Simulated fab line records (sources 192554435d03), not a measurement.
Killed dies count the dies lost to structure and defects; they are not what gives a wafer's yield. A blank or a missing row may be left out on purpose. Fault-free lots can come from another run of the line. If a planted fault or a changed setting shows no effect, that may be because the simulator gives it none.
The tool behind it: which one? + flow n5 finfet + 30 wafers from 10 lots sampled at 4 of the route's 1938 steps

== WHAT THE GAUGES READ, wafer by wafer ==
N5_BEOL_M15_CD_MEAS_10: the cd target is 360 nm.
| lot  | measured     | on        | cd nm (nm)        |
|------|--------------|-----------|-------------------|
| L652 | day 13 07:11 | cd sem-01 | 359.9 359.2 359.0 |
| L653 | day 13 18:34 | cd sem-02 | 358.2 358.9 360.6 |
| L658 | day 14 10:38 | cd sem-02 | 358.8 359.7 359.3 |
| L657 | day 14 11:06 | cd sem-03 | 357.7 358.4 361.9 |
| L659 | day 14 15:59 | cd sem-03 | 360.6 360.2 359.0 |
| L661 | day 15 04:23 | cd sem-03 | 358.9 358.7 358.5 |
| L662 | day 15 17:28 | cd sem-02 | 359.4 360.7 359.9 |
| L663 | day 16 01:57 | cd sem-01 | 358.9 357.5 360.9 |
| L664 | day 16 02:22 | cd sem-02 | 359.8 360.5 363.2 |
| L666 | day 16 17:53 | cd sem-02 | 359.6 358.6 362.8 |

== EACH LOT AND THE TOOL THAT RAN IT (in order: tool; ch and the chambers of the sampled wafers; start) ==
| lot  | N5_BEOL_M14_DESCUM_33              | N5_BEOL_M14_TRENCH_ETCH_34         | N5_BEOL_M15_ILD_DEP_00          |
|------|------------------------------------|------------------------------------|---------------------------------|
| L652 | rie diel-01 ch 0,2, day 13 01:32   | rie diel-01 ch 0,2, day 13 01:59   | pecvd-03 ch 0,1, day 13 06:38   |
| L653 | rie diel-04 ch 1,3, day 13 12:11   | rie diel-04 ch 1,3, day 13 12:39   | pecvd-01 ch 1,2, day 13 17:53   |
| L658 | rie diel-02 ch 1,2,3, day 14 05:29 | rie diel-02 ch 1,2,3, day 14 05:56 | pecvd-04 ch 0,1, day 14 10:04   |
| L657 | rie diel-01 ch 0,1,3, day 14 06:10 | rie diel-01 ch 0,1,3, day 14 06:37 | pecvd-01 ch 0,1,2, day 14 10:24 |
| L659 | rie diel-04 ch 0,3, day 14 10:41   | rie diel-04 ch 0,3, day 14 11:08   | pecvd-04 ch 0,1, day 14 15:26   |
| L661 | rie diel-02 ch 2,3, day 15 01:10   | rie diel-02 ch 2,3, day 15 01:37   | pecvd-01 ch 0,1,2, day 15 03:50 |
| L662 | rie diel-01 ch 0,2,3, day 15 12:35 | rie diel-01 ch 0,2,3, day 15 13:02 | pecvd-01 ch 0,2, day 15 16:55   |
| L663 | rie diel-04 ch 1,2, day 15 19:24   | rie diel-04 ch 1,2, day 15 19:51   | pecvd-01 ch 0,1, day 16 01:16   |
| L664 | rie diel-01 ch 0,2,3, day 15 20:03 | rie diel-01 ch 0,2,3, day 15 20:30 | pecvd-04 ch 0,2, day 16 01:49   |
| L666 | rie diel-01 ch 0,2,3, day 16 09:47 | rie diel-01 ch 0,2,3, day 16 10:15 | pecvd-03 ch 0,2, day 16 17:20   |
- N5_BEOL_M14_DESCUM_33: chemistry O2, time 7.9 s.
- N5_BEOL_M14_TRENCH_ETCH_34: etches SiO2 in C4F8/O2/Ar, target depth 556.65 nm, time 126.9 s.
- N5_BEOL_M15_ILD_DEP_00: deposits SiO2 from TEOS/O2, target thk 1629.3 nm, time 346.1 s.

== THE ANSWER, worked out from the rows above alone ==
Rule: usual is defined by the lots themselves. The widest of any qualifying gaps counts: lots, ordered by their means at a reading, are off when they make up no more than a third of the lots, leave a main group of 4 or more, and stand apart from it by 3 or more times the standard deviation of that group's means. Not used: any main group whose means are identical at the precision the tables above print for the reading. A lot without any number at a reading at which 4 lots or more have one is off too. All remaining lots with rows at the step are treated as sound.
None of the lots is off at any reading shown; this tells nothing.

== WHAT THE SIMULATOR PUT IN ==
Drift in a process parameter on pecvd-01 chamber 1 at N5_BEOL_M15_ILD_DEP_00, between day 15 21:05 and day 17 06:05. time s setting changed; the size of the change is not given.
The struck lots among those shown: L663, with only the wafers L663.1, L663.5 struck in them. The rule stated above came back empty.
